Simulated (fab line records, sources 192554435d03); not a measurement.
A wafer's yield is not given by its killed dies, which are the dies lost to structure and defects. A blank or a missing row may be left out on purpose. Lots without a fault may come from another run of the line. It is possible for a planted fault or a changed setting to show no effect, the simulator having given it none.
Struck lot and sound lot, side by side    flow n5-finfet    14 steps out of a route of 1938
Sound: wafers L612.3, L612.4, L612.5. Wafers struck: L596.2, L596.4, L596.6. Last of all comes the cause.
At each step with rows: each side's tool, then ch and its chambers, then its first start. Under that, the readings that differ: sound wafers    struck wafers    difference of the means    sigmas: that difference in standard deviations of wafers without a fault.
alike: words and numbers the same on both sides, and readings whose means are apart by under 2 such deviations; not compared: readings that were withheld, readings missing a value for some wafer, numbers with overlapping values and no deviation given by the record, and bounds like >300 which may hide the same value.
A row with sigmas, a row that says differs or no value, or rows on one side alone: a step with any of these is where the two part. Numbers that don't overlap but have no deviation are shown without sigmas and don't part them. A reading that every wafer of one side lacks parts them only if that side has two wafers or more.

first, 1 step without rows for these wafers: N5_BEOL_M1_STRIP_75 (strips in N2/H2).
N5_BEOL_M1_STRIP_66: strips in CF4.
  sound on rie-diel-01 ch 2,3, day 11 15:29; struck on rie-diel-03 ch 1,2,3, day 7 05:04
  alike: chamber-pressure-mTorr, drypump-motor-current-A, oes-product-au, rf-vpp-V, showerhead-plenum-p-Torr, throttle-valve-pct
  not compared: rf-hours-counter-h
N5_BEOL_M1_HM_OPEN_17: chemistry Cl2/BCl3, target TiN, target depth 20 nm, overetch 6 nm.
  sound on rie-metal-02 ch 0,1, day 11 15:34; struck on rie-metal-02 ch 0, day 7 05:08
  alike: chamber-pressure-mTorr, drypump-motor-current-A, oes-product-au, throttle-valve-pct
  not compared: rf-hours-counter-h
N5_BEOL_M1_STRIP_19: strips in O2.
  sound on rie-diel-03 ch 0,1,3, day 11 15:43; struck on rie-diel-03 ch 0,3, day 7 05:23
  alike: chamber-pressure-mTorr, drypump-motor-current-A, oes-product-au, rf-vpp-V, showerhead-plenum-p-Torr, temp-c, throttle-valve-pct
  not compared: rf-hours-counter-h
N5_BEOL_M1_CD_MEAS_18: pitch 36 nm, target cd 18 nm.
  sound on cd-sem-03, day 11 15:47; struck on cd-sem-02, day 7 05:28
  alike: cd-nm
then, 7 steps without rows for these wafers: N5_BEOL_M1_COAT_67 (time 60 s, resist thk 60 nm); N5_BEOL_M1_COAT_68 (time 60 s, resist thk 12 nm); N5_BEOL_M1_COAT_76 (time 60 s, resist thk 5 nm); N5_BEOL_M1_COAT_22 (resist thk 30 nm); N5_BEOL_M1_EBR_24; N5_BEOL_M1_SOFTBAKE_23 (time 60 s); N5_BEOL_M1_EXPOSE_25 (exposes mask V0, defocus 5 nm, target cd 24 nm).
N5_BEOL_M1_PEB_26: peb time 60 s.
  sound on litho-track-03 ch 0, day 11 16:02; struck on litho-track-03, day 7 05:43
  no value came back on the struck wafers for chill-plate-temp-C (C), exhaust-pa (Pa), resist-line-temp-C (C); on the sound wafers chill-plate-temp-C (C) reads 22.97 23.08 23.01
then, 1 step without rows for these wafers: N5_BEOL_M1_DEVELOP_27 (develop time 30 s).

== WHERE THEY PART ==
Within this record, at N5_BEOL_M1_PEB_26 only.

WHY: what had been put in by the simulator
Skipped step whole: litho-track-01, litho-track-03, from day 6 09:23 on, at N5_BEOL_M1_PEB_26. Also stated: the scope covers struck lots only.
